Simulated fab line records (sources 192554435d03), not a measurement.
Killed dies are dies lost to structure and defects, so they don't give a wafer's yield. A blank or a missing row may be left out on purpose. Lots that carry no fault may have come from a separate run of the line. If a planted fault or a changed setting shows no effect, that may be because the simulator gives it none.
A struck lot beside a sound one || flow n5 finfet || 15 steps out of a route of 1938
Sound: wafers L586.3, L586.5, L586.6. Struck: wafer L594.1 (left out: L594.5, a lot-mate that was not struck); the cause follows at the end.
At each step with rows: each side's tool, then ch and its chambers, then its first start. Under that, the readings that differ: sound wafers || struck wafers || difference of the means || sigmas: that difference in standard deviations of wafers without a fault.
alike: readings whose means differ by less than 2 such deviations, and words and numbers that are the same on both sides. not compared: withheld readings, readings that some wafer has no value for, bounds like >300 that may hide the same value, and numbers for which the record gives no deviation and whose values overlap.
The two part at a step that has a row with sigmas, a row that says differs or no value, or rows on one side only. Non-overlapping numbers with no deviation appear without sigmas and do not part them. A reading missing from all wafers of one side parts the sides only when that side holds two or more wafers.

first, 3 steps without rows for these wafers: N5_BEOL_M9_EXPOSE_25 (exposes mask V8); N5_BEOL_M9_PEB_26 (peb time 60 s); N5_BEOL_M9_DEVELOP_27 (develop time 30 s).
N5_BEOL_M9_CD_MEAS_28: the cd target is 70 nm.
  sound on cd sem-03 ch 0, day 9 23:14; struck on cd sem-03 ch 0, day 11 15:55
  alike: cd nm
N5_BEOL_M9_OVL_MEAS_29:
  sound on overlay-01 ch 0, day 9 23:16; struck on overlay-02 ch 0, day 11 15:56
  alike: V8_OVL
N5_BEOL_M9_INSPECT_30: inspects for defects (brightfield).
  struck on defect inspect-01, day 11 16:00; sound on defect inspect-02, day 9 23:19
  alike: raw defect count
N5_BEOL_M9_DESCUM_33: chemistry O2, time 7 s.
  sound on rie diel-01 ch 0,1, day 9 23:21; struck on rie diel-03 ch 3, day 11 16:02
  alike: drypump motor current A, oes product au, rf vpp V, showerhead plenum p Torr, throttle valve pct
  not compared: rf hours counter h
N5_BEOL_M9_ETCH_76: etches underlayer in N2/H2, target depth 6.5 nm, time 5.2 s.
  sound on rie diel-01 ch 0,1, day 9 23:23; struck on rie diel-03 ch 3, day 11 16:04
  alike: drypump motor current A, etch rf on time s, oes product au, rf fwd power W, rf vpp V, showerhead plenum p Torr, throttle valve pct
  not compared: rf hours counter h
N5_BEOL_M9_ETCH_65: etches SiARC in CF4, target depth 15.6 nm, time 26 s.
  sound on rie diel-01 ch 0,1, day 9 23:25; struck on rie diel-03 ch 3, day 11 16:05
  alike: drypump motor current A, etch rf on time s, oes product au, rf fwd power W, rf vpp V, showerhead plenum p Torr, throttle valve pct
  not compared: rf hours counter h
N5_BEOL_M9_ETCH_66: etches SOC in N2/H2, target depth 80 nm, overetch 16 nm, time 120 s.
  sound on rie diel-01 ch 0,1, day 9 23:26; struck on rie diel-03 ch 3, day 11 16:07
{"reading": "rf fwd power W (W)", "sound": "845 842 835", "struck": 834, "difference": -7, "sigmas": -2}
  alike: drypump motor current A, oes product au, rf vpp V, showerhead plenum p Torr, throttle valve pct
  not compared: rf hours counter h
then, 2 steps without rows for these wafers: N5_BEOL_M9_STRIP_69 (strips in N2/H2); N5_BEOL_M9_STRIP_77 (strips in N2/H2).
N5_BEOL_M9_VIA_ETCH_34: etches SiCOH lowk in C4F6/O2, target depth 182.4 nm, time 68.4 s.
  sound on rie diel-01 ch 0,1, day 9 23:32; struck on rie diel-03 ch 3, day 11 16:13
{"reading": "oes_f_703_au (a.u.)", "sound": "0.84 0.84 0.70", "struck": 0.53, "difference": -0.26, "sigmas": -5}
{"reading": "oes_o_777_au (a.u.)", "sound": "0.85 0.86 0.70", "struck": 0.54, "difference": -0.26, "sigmas": -5}
{"reading": "rf fwd power W (W)", "sound": "342.1 343.0 341.6", "struck": 260.5, "difference": -81.7, "sigmas": -58}
{"reading": "rf vpp V (V)", "sound": "670 672 664", "struck": 786, "difference": "+117", "sigmas": "+9"}
{"reading": "model.etch.depth nm (nm)", "sound": "182.1 181.7 180.4", "struck": 162.5, "difference": -18.9, "sigmas": ""}
{"reading": "model.SOC_of_BEOL_M9_COAT_63.thk nm (nm)", "sound": "50.8 51 51", "struck": 52, "difference": "+1", "sigmas": ""}
  alike: drypump motor current A, oes product au, showerhead plenum p Torr, throttle valve pct
  not compared: rf hours counter h
then, 1 step without rows for these wafers: N5_BEOL_M9_STRIP_73 (strips in C4F6/O2).
-- a jump in the record: the struck wafers' starts before and after are 3 days apart (it breaks off in module BEOL_M9 and resumes in module PASSIVATION, where the first step shown is number 1936 of the route) --
N5_PASSIVATION_PROBE_49:
  rows exist in the record for the struck wafers here (prober-01, day 14 09:48), but not for the sound ones

== WHERE THEY PART ==
At N5_BEOL_M9_ETCH_66 first; at N5_PASSIVATION_PROBE_49 last (within this record only).

WHY: what had been put in by the simulator
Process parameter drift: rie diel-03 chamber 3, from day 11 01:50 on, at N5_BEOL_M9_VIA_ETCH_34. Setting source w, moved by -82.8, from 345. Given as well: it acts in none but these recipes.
